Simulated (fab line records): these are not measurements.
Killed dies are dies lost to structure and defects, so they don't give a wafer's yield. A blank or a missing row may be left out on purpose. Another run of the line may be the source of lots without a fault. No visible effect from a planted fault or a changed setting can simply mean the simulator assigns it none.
fab line records -- flow n5-finfet
record: lots: 7, wafers: 39
route steps=1938 shown DUMMY_GATE@215 SD_EPI_P@312 MOL_CONTACT_COAG@615
start-h: the number of hours between the record's first day and the start of the first shown wafer of the lot -- wait-h: hours elapsed since this lot's preceding step -- " the same as in the row above -- L1.1+2: several wafers, shown together as one row -- - either no value or no given start -- * or withheld: withheld -- < > ~ a bound
route shown NAME@n: NAME is a module with steps in the file, n the number in the route of the first one -- usual: mean and standard deviation over wafers with no fault -- same: alike in all rows -- chamber/n: place in a boat -- sites: readings site by site -- _std_site: standard deviation of those values -- _edge_site: the outer-site mean with the inner-site mean subtracted -- radius-mm: how far each site lies from the wafer's centre -- mask NAME#n: copy n -- behind: tool/chamber where the wafer was last shaped -- hold: cause of the lot's hold/its duration in hours/its outcome -- device: the transistor (n, p or np) that didn't switch -- end of line: tests of these same wafers at the route's end -- a step given without rows: its recipe and nothing more -- killed: count of dies lost to structure and defects at first sort (not the wafer's yield) -- map: dies across one wafer; x = killed, . = not, _ = none there
set.NAME: setting as actually run; set.NAME@STEP: the setting as run at that earlier step -- model.NAME: the simulator's own value behind a step, which no gauge read
lots with deliberately changed settings; one table per step, one row per wafer
== steps ==
step: N5_DUMMY_GATE_CVD_03
recipe: material: a-Si, target-thk-a: 1500, temp-c: 530, precursor: SiH4, time-s: 8042
lot.wafer,tool,chamber,start-h,wait-h,set.target-thk-a,model.a-Si_of_DUMMY_GATE_CVD_03.thk-nm
L077.2,lpcvd-01,1/45,56.93,0.1,1500,149.8
L077.5,lpcvd-01,1/59,56.93,0.1,1500,148.4
L077.6,lpcvd-01,1/64,56.93,0.1,1500,149.4
L081.1,-,-,-,0.1,1500,150.8
L081.2,-,-,-,0.1,1500,151.6
L081.3,-,-,-,0.1,1500,151.4
L081.4,-,-,-,0.1,1500,152.2
L081.5,-,-,-,0.1,1500,152
L081.6,-,-,-,0.1,1500,151.8
L082.1,-,-,-,0.1,1500,151
L082.2,-,-,-,0.1,1500,150.4
L082.3,-,-,-,0.1,1500,151.2
L082.4,-,-,-,0.1,1500,151.6
L082.5,-,-,-,0.1,1500,149.8
L082.6,-,-,-,0.1,1500,150
L085.1+5,-,-,-,0.1,1336,132.8
L085.2,-,-,-,0.1,1336,131.8
L085.3,-,-,-,0.1,1336,132.6
L085.4,-,-,-,0.1,1336,132
L085.6,-,-,-,0.1,1336,131.4
L088.1+3,-,-,-,0.1,1714,173
L088.2,-,-,-,0.1,1714,172.6
L088.4,-,-,-,0.1,1714,172.2
L088.5,-,-,-,0.1,1714,172.8
L088.6,-,-,-,0.1,1714,173.2
L095.1,-,-,-,0.1,1500,150.4
L095.2,-,-,-,0.1,1500,151.4
L095.3,-,-,-,0.1,1500,152.4
L095.4,-,-,-,0.1,1500,149.8
L095.5,-,-,-,0.1,1500,151
L095.6,-,-,-,0.1,1500,150.8
L096.1,-,-,-,0.1,1587,157.8
L096.2+5+6,-,-,-,0.1,1587,158.6
L096.3+4,-,-,-,0.1,1587,158
step: N5_DUMMY_GATE_ETCH_32
recipe: chemistry: CF4, target: SiO2, target-depth-a: 35, time-s: 3.9, ion-energy-ev: 350, pressure-mtorr: 10, icp-w: 800, bias-w: 400, cf4-flow-sccm: 80
lot.wafer,tool,chamber,start-h,wait-h,set.time-s,model.etch.depth-nm
L077.2,rie-si-02,2,66.12,0.1,3.9,3.43
L077.5,rie-si-02,3,66.12,0.1,3.9,3.563
L077.6,rie-si-02,0,66.12,0.1,3.9,3.439
L081.1,rie-si-02,3,90.46,0.1,3.9,3.471
L081.2,rie-si-02,0,90.46,0.1,3.018,2.634
L081.3,rie-si-02,2,90.46,0.1,3.018,2.614
L081.4,rie-si-02,1,90.46,0.1,3.9,3.41
L081.5,rie-si-02,1,90.46,0.1,3.9,3.447
L081.6,rie-si-02,0,90.46,0.1,3.018,2.631
L082.1,rie-si-02,1,95.23,0.1,3.318,2.971
L082.2,rie-si-02,0,95.23,0.1,3.9,3.407
L082.3,rie-si-02,2,95.23,0.1,3.318,2.914
L082.4,rie-si-02,3,95.23,0.1,3.9,3.531
L082.5,rie-si-02,0,95.23,0.1,3.318,2.909
L082.6,rie-si-02,3,95.23,0.1,3.9,3.533
L085.1,rie-si-02,1,113.18,0.1,3.9,3.481
L085.2,rie-si-02,3,113.18,0.1,3.9,3.551
L085.3,rie-si-02,0,113.18,0.1,3.9,3.479
L085.4,rie-si-02,2,113.18,0.1,3.9,3.406
L085.5,rie-si-02,2,113.18,0.1,3.9,3.419
L085.6,rie-si-02,1,113.18,0.1,3.9,3.482
L088.1,rie-si-01,0,134.46,0.1,3.9,3.455
L088.2,rie-si-01,1,134.46,0.1,4.511,3.998
L088.3,rie-si-01,3,134.46,0.1,4.511,4.164
L088.4,rie-si-01,1,134.46,0.1,3.9,3.449
L088.5,rie-si-01,3,134.46,0.1,4.511,4.157
L088.6,rie-si-01,0,134.46,0.1,3.9,3.487
L095.1,rie-si-01,2,175.95,0.1,3.505,3.145
L095.2,rie-si-01,3,175.95,0.1,3.505,3.171
L095.3,rie-si-01,1,175.95,0.1,3.9,3.374
L095.4,rie-si-01,0,175.95,0.1,3.505,3.092
L095.5,rie-si-01,2,175.95,0.1,3.9,3.51
L095.6,rie-si-01,1,175.95,0.1,3.9,3.376
L096.1,rie-si-02,1,179.74,0.1,3.9,3.458
L096.2,rie-si-02,0,179.74,0.1,3.9,3.47
L096.3,rie-si-02,2,179.74,0.1,3.9,3.436
L096.4,rie-si-02,3,179.74,0.1,3.9,3.521
L096.5,rie-si-02,0,179.74,0.1,3.9,3.459
L096.6,rie-si-02,1,179.74,0.1,3.9,3.473
step: N5_DUMMY_GATE_ETCH_42
recipe: chemistry: CHF3/O2, target: SiO2, target-depth-a: 35, time-s: 31, ion-energy-ev: 30, bias-w: 12, pressure-mtorr: 30, source-w: 600, Ar_flow_sccm: 200, CHF3_flow_sccm: 50, O2_flow_sccm: 5
usual: rf-vpp-V: 42.5/1
lot.wafer,tool,chamber,start-h,wait-h,set.bias-w,rf-vpp-V
L077.2,rie-diel-05,1,66.37,0.0,12,41.3
L077.5,rie-diel-05,0,66.37,0.0,12,43.1
L077.6,rie-diel-05,1,66.37,0.0,12,43.7
L081.1,rie-diel-06,1,90.71,0.0,13.26,47.0
L081.2,rie-diel-06,3,90.71,0.0,12,42.2
L081.3,rie-diel-06,2,90.71,0.0,13.26,46.4
L081.4,rie-diel-06,3,90.71,0.0,12,41.2
L081.5,rie-diel-06,2,90.71,0.0,13.26,45.5
L081.6,rie-diel-06,1,90.71,0.0,12,42.3
L082.1,rie-diel-05,2,95.48,0.0,9.987,35.7
L082.2,rie-diel-05,1,95.48,0.0,9.987,37.5
L082.3,rie-diel-05,0,95.48,0.0,9.987,38.5
L082.4,rie-diel-05,1,95.48,0.0,12,43.3
L082.5,rie-diel-05,0,95.48,0.0,12,42.6
L082.6,rie-diel-05,2,95.48,0.0,12,39.9
L085.1,rie-diel-06,0,113.43,0.0,10.91,39.4
L085.2,rie-diel-06,2,113.43,0.0,12,43.6
L085.3,rie-diel-06,1,113.43,0.0,12,42.9
L085.4,rie-diel-06,3,113.43,0.0,10.91,40.4
L085.5,rie-diel-06,0,113.43,0.0,12,43.4
L085.6,rie-diel-06,1,113.43,0.0,10.91,39.2
L088.1,rie-diel-05,3,134.71,0.0,11.07,40.5
L088.2,rie-diel-05,1,134.71,0.0,11.07,39.7
L088.3,rie-diel-05,0,134.71,0.0,12,42.0
L088.4,rie-diel-05,2,134.71,0.0,12,40.7
L088.5,rie-diel-05,1,134.71,0.0,12,42.5
L088.6,rie-diel-05,0,134.71,0.0,11.07,40.2
L095.1,rie-diel-06,3,176.20,0.0,12,42.4
L095.2,rie-diel-06,1,176.20,0.0,10.62,39.1
L095.3,rie-diel-06,0,176.20,0.0,10.62,37.4
L095.4,rie-diel-06,0,176.20,0.0,12,40.6
L095.5,rie-diel-06,3,176.20,0.0,12,44.2
L095.6,rie-diel-06,1,176.20,0.0,10.62,40.9
L096.1,rie-diel-05,1,180.00,0.1,14.24,49.5
L096.2,rie-diel-05,0,180.00,0.1,14.24,49.3
L096.3,rie-diel-05,3,180.00,0.1,12,42.6
L096.4,rie-diel-05,2,180.00,0.1,12,40.9
L096.5,rie-diel-05,1,180.00,0.1,12,42.1
L096.6,rie-diel-05,2,180.00,0.1,14.24,46.7
step: N5_SD_EPI_P_ETCH_16
recipe: chemistry: CHF3/O2, target: SiO2, target-depth-a: 50, mask-material: SOC, pressure-mtorr: 30, source-w: 650, bias-w: 170, Ar_flow_sccm: 200, CHF3_flow_sccm: 50, O2_flow_sccm: 5, ion-energy-ev: 200
lot.wafer,tool,chamber,start-h,wait-h,set.target-depth-a,model.etch.depth-nm
L077.2,rie-diel-05,0,76.03,0.1,50,5.021
L077.5,rie-diel-05,3,76.03,0.1,50,5.017
L077.6,rie-diel-05,0,76.03,0.1,50,5.012
L081.1,rie-diel-03,0,97.10,0.1,50,5.09
L081.2,rie-diel-03,3,97.10,0.1,50,4.979
L081.3,rie-diel-03,1,97.10,0.1,54.73,5.317
L081.4,rie-diel-03,2,97.10,0.1,50,5.077
L081.5,rie-diel-03,0,97.10,0.1,54.73,5.607
L081.6,rie-diel-03,1,97.10,0.1,54.73,5.283
L082.1,rie-diel-03,2,101.85,0.1,46.66,4.703
L082.2,rie-diel-03,3,101.85,0.1,46.66,4.675
L082.3,rie-diel-03,0,101.85,0.1,50,5.084
L082.4,rie-diel-03,1,101.85,0.1,46.66,4.472
L082.5,rie-diel-03,1,101.85,0.1,50,4.85
L082.6,rie-diel-03,2,101.85,0.1,50,5.075
L085.1,rie-diel-05,0,121.26,0.1,55.91,5.592
L085.2,rie-diel-05,3,121.26,0.1,50,5.135
L085.3,rie-diel-05,2,121.26,0.1,55.91,5.595
L085.4,rie-diel-05,1,121.26,0.1,50,5.037
L085.5,rie-diel-05,1,121.26,0.1,55.91,5.593
L085.6,rie-diel-05,2,121.26,0.1,50,5.017
L088.1,rie-diel-05,2,141.23,0.1,50,4.972
L088.2,rie-diel-05,3,141.23,0.1,50,5.138
L088.3,rie-diel-05,0,141.23,0.1,50,4.935
L088.4,rie-diel-05,1,141.23,0.1,50,5.021
L088.5,rie-diel-05,2,141.23,0.1,50,4.993
L088.6,rie-diel-05,3,141.23,0.1,50,5.115
L095.1,rie-diel-03,2,183.86,0.1,50,5.059
L095.2,rie-diel-03,0,183.86,0.1,52.16,5.333
L095.3,rie-diel-03,1,183.86,0.1,52.16,5.01
L095.4,rie-diel-03,0,183.86,0.1,50,5.113
L095.5,rie-diel-03,2,183.86,0.1,52.16,5.253
L095.6,rie-diel-03,1,183.86,0.1,50,4.813
L096.1,rie-diel-03,2,187.25,0.1,50,5.039
L096.2,rie-diel-03,0,187.25,0.1,54.59,5.528
L096.3,rie-diel-03,1,187.25,0.1,54.59,5.241
L096.4,rie-diel-03,1,187.25,0.1,50,4.781
L096.5,rie-diel-03,2,187.25,0.1,54.59,5.453
L096.6,rie-diel-03,0,187.25,0.1,50,5.053
step: N5_MOL_CONTACT_COAG_VIA_ETCH_117
recipe: chemistry: C4F6/O2, target-depth-a: 400, overetch-a: 80, mask-material: SOC, target: SiO2, bias-w: 455, pressure-mtorr: 10, time-s: 26, source-w: 325, Ar_flow_sccm: 300, C4F6_flow_sccm: 10, O2_flow_sccm: 10, ion-energy-ev: 575.3, ends: end-point
usual: rf-vpp-V: 1584/34
lot.wafer,tool,chamber,start-h,wait-h,set.bias-w,rf-vpp-V
L077.2,rie-diel-02,1,124.52,0.0,455,1568
L077.5,rie-diel-02,3,124.52,0.0,455,1624
L077.6,rie-diel-02,0,124.52,0.0,455,1591
L081.1,rie-diel-01,1,146.09,0.0,416.4,1471
L081.2,rie-diel-01,0,146.09,0.0,455,1541
L081.3,rie-diel-01,2,146.09,0.0,416.4,1510
L081.4,rie-diel-01,3,146.09,0.0,455,1622
L081.5,rie-diel-01,2,146.09,0.0,455,1614
L081.6,rie-diel-01,3,146.09,0.0,416.4,1518
L082.1,rie-diel-02,0,149.85,0.0,455,1590
L082.2,rie-diel-02,1,149.85,0.0,455,1568
L082.3,rie-diel-02,2,149.85,0.0,500.1,1637
L082.4,rie-diel-02,3,149.85,0.0,500.1,1742
L082.5,rie-diel-02,0,149.85,0.0,500.1,1705
L082.6,rie-diel-02,3,149.85,0.0,455,1624
L085.1,rie-diel-02,2,167.17,0.0,455,1526
L085.2,rie-diel-02,0,167.17,0.0,455,1591
L085.3,rie-diel-02,3,167.17,0.0,455,1624
L085.4,rie-diel-02,1,167.17,0.0,403.4,1432
L085.5,rie-diel-02,1,167.17,0.0,403.4,1432
L085.6,rie-diel-02,0,167.17,0.0,403.4,1452
L088.1,rie-diel-02,0,186.01,0.0,455,1589
L088.2,rie-diel-02,1,186.01,0.0,455,1566
L088.3,rie-diel-02,2,186.01,0.0,455,1525
L088.4,rie-diel-02,3,186.01,0.0,455,1623
L088.5,rie-diel-02,1,186.01,0.0,455,1567
L088.6,rie-diel-02,0,186.01,0.0,455,1588
L095.1,rie-diel-02,0,227.17,0.0,535.3,1791
L095.2,rie-diel-02,3,227.17,0.0,455,1623
L095.3,rie-diel-02,2,227.17,0.0,455,1526
L095.4,rie-diel-02,1,227.17,0.0,455,1567
L095.5,rie-diel-02,1,227.17,0.0,535.3,1768
L095.6,rie-diel-02,0,227.17,0.0,535.3,1792
L096.1,rie-diel-02,2,233.88,0.0,406.9,1402
L096.2,rie-diel-02,1,233.88,0.0,455,1567
L096.3,rie-diel-02,0,233.88,0.0,455,1588
L096.4,rie-diel-02,3,233.88,0.0,406.9,1492
L096.5,rie-diel-02,2,233.88,0.0,406.9,1400
L096.6,rie-diel-02,3,233.88,0.0,455,1624
== key ==
split: step: N5_DUMMY_GATE_CVD_03, setting: target-thk-a, stated: 1500, by: lot
response: step: N5_DUMMY_GATE_CVD_03, reading: model.a-Si_of_DUMMY_GATE_CVD_03.thk-nm, change: +1.58, per: 1%, r: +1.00
split: step: N5_DUMMY_GATE_ETCH_32, setting: time-s, stated: 3.9, by: wafer
response: step: N5_DUMMY_GATE_ETCH_32, reading: model.etch.depth-nm, change: +0.0367, per: 1%, r: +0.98
split: step: N5_DUMMY_GATE_ETCH_42, setting: bias-w, stated: 12, by: wafer
response: step: N5_DUMMY_GATE_ETCH_42, reading: rf-vpp-V, change: +0.327, per: 1%, r: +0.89
split: step: N5_SD_EPI_P_ETCH_16, setting: target-depth-a, stated: 50, by: wafer
response: step: N5_SD_EPI_P_ETCH_16, reading: model.etch.depth-nm, change: +0.0457, per: 1%, r: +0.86
split: step: N5_MOL_CONTACT_COAG_VIA_ETCH_117, setting: bias-w, stated: 455, by: wafer
response: step: N5_MOL_CONTACT_COAG_VIA_ETCH_117, reading: rf-vpp-V, change: +12.2, per: 1%, r: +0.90
